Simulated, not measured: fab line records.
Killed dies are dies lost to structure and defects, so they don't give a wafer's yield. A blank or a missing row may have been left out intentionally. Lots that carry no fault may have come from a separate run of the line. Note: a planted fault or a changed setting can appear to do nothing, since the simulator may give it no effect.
Chamber matching    flow n5 finfet    4 sister chambers for N5_BEOL_M0_STRIP_142 on rie diel-02
The step strips in N2/H2, time 10 s. 4 wafers are shown with their chamber, then 7 later ones without.

## WAFERS WITH THEIR CHAMBER
wafer   chamber  drypump motor current A (A)
L082.6  0        4.9
L083.3  3        5.2
L084.1  2        6.4
L084.4  1        5.0

## WAFERS WITHOUT THEIR CHAMBER
wafer   drypump motor current A (A)
L084.6  6.4
L085.1  5.0
L085.2  6.3
L085.3  4.9
L086.3  6.4
L086.4  5.2
L086.6  6.4

## EACH ONE'S CHAMBER
wafer   from the rows above  in truth
L084.6  2                    2
L085.1  1                    1
L085.2  2                    2
L085.3  0                    0
L086.3  2                    2
L086.4  3                    3
L086.6  2                    2
Placed correctly: 7 of 7. Left unplaced by these rows: 0. Placed wrongly: 0.
How it was worked out, from the rows above alone: a wafer's distance from a chamber is the root of the sum, over the readings, of the square of ((its reading less the chamber's mean) divided by the reading's scatter). The wafer belongs to the nearest chamber; if the next one is less than 2 further off, it can't be placed. The mean given for a chamber averages the wafers shown for that chamber. The scatter (one wafer shown for each chamber): square how far every hidden wafer sits from the nearest shown wafer, average those squares and take the square root.
